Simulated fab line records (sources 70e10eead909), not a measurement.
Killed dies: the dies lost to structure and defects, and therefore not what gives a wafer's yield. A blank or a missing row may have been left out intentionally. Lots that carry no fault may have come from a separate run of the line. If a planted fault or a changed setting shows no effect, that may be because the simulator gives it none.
Tool commonality check ; flow nand_harc ; Sample size 10 lots and 30 wafers

REASON IT WAS OPENED
At NHARC_A_ZERO_WELL_INSPECT_17 the reading raw_defect_count is flagged on 2 of 10 lots. Wafers without a fault read 13, standard deviation 7.2.
Rule: a lot is flagged in two cases, either no wafer of it has a number, or all its wafers with numbers fall more than 4 standard deviations from that mean. The other lots count as sound.

lot;measured;on;raw_defect_count, wafer by wafer;flag
L178;day 8 22:55;defect_inspect-01;3 8 3;
L179;day 9 19:16;defect_inspect-02;19 20 9;
L181;day 10 04:39;defect_inspect-02;11 7 8;
L182;day 10 15:48;defect_inspect-02;4 15 12;
L185;day 11 15:07;defect_inspect-02;19 13 21;
L191;day 14 08:09;defect_inspect-02;362 317 330;FLAGGED
L193;day 15 12:21;defect_inspect-01;295 272 300;FLAGGED
L194;day 15 14:07;defect_inspect-02;11 5 4;
L195;day 16 04:31;defect_inspect-02;26 17 19;
L196;day 16 13:41;defect_inspect-01;22 7 12;
The numbers of the flagged lots are 313 on average: +300 against the usual, or +42 standard deviations.

TOOL THAT RAN EACH LOT
The record holds 4 process steps before the reading, out of a route of 1302 steps. Each cell gives the tool, then ch followed by the chambers the sampled wafers passed through, then the start.
lot;flag;NHARC_P_BONDPAD_ACTIVATE_29;NHARC_A_ZERO_WELL_ETCH_19;NHARC_A_ZERO_WELL_ETCH_13;NHARC_A_ZERO_WELL_RTA_16
L178;;rie_diel-05 ch 0,3, day 8 20:16;rie_diel-06 ch 1,2, day 8 21:40;rie_si-06 ch 0,3, day 8 21:47;rtp_anneal-01 ch 0, day 8 22:45
L179;;rie_diel-03 ch 0,1, day 9 16:37;rie_diel-12 ch 1,3, day 9 17:58;rie_si-05 ch 0,1, day 9 18:05;rtp_anneal-01 ch 0, day 9 19:04
L181;;rie_diel-03 ch 1,3, day 10 01:56;rie_diel-12 ch 0,2,3, day 10 03:26;rie_si-06 ch 0,1,2, day 10 03:33;rtp_anneal-02 ch 0, day 10 04:29
L182;;rie_diel-05 ch 0,1,3, day 10 13:06;rie_diel-06 ch 0,3, day 10 14:35;rie_si-01 ch 1,2,3, day 10 14:43;rtp_anneal-02 ch 0, day 10 15:38
L185;;rie_diel-05 ch 0,3, day 11 12:20;rie_diel-06 ch 2,3, day 11 13:53;rie_si-01 ch 0,1,3, day 11 14:02;rtp_anneal-02 ch 0, day 11 15:00
L191;FLAGGED;rie_diel-02 ch 0,1,3, day 14 05:28;rie_diel-06 ch 0,2, day 14 06:56;rie_si-01 ch 0,1,3, day 14 07:04;rtp_anneal-02 ch 0, day 14 08:01
L193;FLAGGED;rie_diel-03 ch 1,2,3, day 15 09:46;rie_diel-06 ch 0,1,2, day 15 11:07;rie_si-01 ch 0,2,3, day 15 11:15;rtp_anneal-01 ch 0, day 15 12:09
L194;;rie_diel-05 ch 1,3, day 15 11:22;rie_diel-06 ch 0,1, day 15 12:52;rie_si-06 ch 1,2, day 15 12:58;rtp_anneal-01 ch 0, day 15 13:55
L195;;rie_diel-05 ch 0,2, day 16 01:53;rie_diel-06 ch 0,2,3, day 16 03:16;rie_si-05 ch 1,2, day 16 03:23;rtp_anneal-01 ch 0, day 16 04:20
L196;;rie_diel-05 ch 1,2,3, day 16 10:59;rie_diel-06 ch 1,2,3, day 16 12:28;rie_si-05 ch 1,3, day 16 12:36;rtp_anneal-02 ch 0, day 16 13:31
What these steps do:
- NHARC_P_BONDPAD_ACTIVATE_29: chemistry N2, time 60 s.
- NHARC_A_ZERO_WELL_ETCH_19: etches the open film in N2/H2, target depth 80 nm, overetch 24 nm, time 87.88 s.
- NHARC_A_ZERO_WELL_ETCH_13: etches the open film in HBr/Cl2, target depth 120 nm, time 40.1 s.
- NHARC_A_ZERO_WELL_RTA_16: time 10 s.
- NHARC_A_ZERO_WELL_INSPECT_17

FLAGGED AGAINST TOTAL, ONE TOOL AT A TIME (gauges that did the reading follow at the end)
step;tool;lots run;flagged;share of the flagged lots;sound lots run after its first flagged lot
NHARC_P_BONDPAD_ACTIVATE_29;rie_diel-02;1;1;some;0
NHARC_P_BONDPAD_ACTIVATE_29;rie_diel-03;3;1;some;0
NHARC_P_BONDPAD_ACTIVATE_29;rie_diel-05;6;0;none;-
NHARC_A_ZERO_WELL_ETCH_19;rie_diel-06;8;2;all;3 (L194,L195,L196)
NHARC_A_ZERO_WELL_ETCH_19;rie_diel-12;2;0;none;-
NHARC_A_ZERO_WELL_ETCH_13;rie_si-01;4;2;all;0
NHARC_A_ZERO_WELL_ETCH_13;rie_si-05;3;0;none;-
NHARC_A_ZERO_WELL_ETCH_13;rie_si-06;3;0;none;-
NHARC_A_ZERO_WELL_RTA_16;rtp_anneal-01;5;1;some;2 (L194,L195)
NHARC_A_ZERO_WELL_RTA_16;rtp_anneal-02;5;1;some;1 (L196)
NHARC_A_ZERO_WELL_INSPECT_17;defect_inspect-01;3;1;some;1 (L196)
NHARC_A_ZERO_WELL_INSPECT_17;defect_inspect-02;7;1;some;2 (L194,L195)

THE TABLE: WHAT IT ALLOWS
In 2 table rows, all flagged lots were run: rie_diel-06 (NHARC_A_ZERO_WELL_ETCH_19), rie_si-01 (NHARC_A_ZERO_WELL_ETCH_13).
- rie_diel-06 at NHARC_A_ZERO_WELL_ETCH_19 ran 8 lots, 2 of them flagged. After the first flagged lot (L194, L195, L196), sound lots still ran on it; a lasting fault on the whole tool would not permit that.
- rie_si-01 at NHARC_A_ZERO_WELL_ETCH_13 ran 4 lots, 2 of them flagged. Its last sound lot is L185 (day 11 14:02), its first flagged lot L191 (day 14 07:04): a fault that began between those two fits.
rie_si-01 at NHARC_A_ZERO_WELL_ETCH_13 is the single tool remaining.

WHAT THE SIMULATOR HAD INSERTED
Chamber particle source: rie_si-01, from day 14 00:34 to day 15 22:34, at NHARC_A_ZERO_WELL_ETCH_13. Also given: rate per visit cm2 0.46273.
Struck lots among those shown: L191, L193. The rule above reached the same finding.
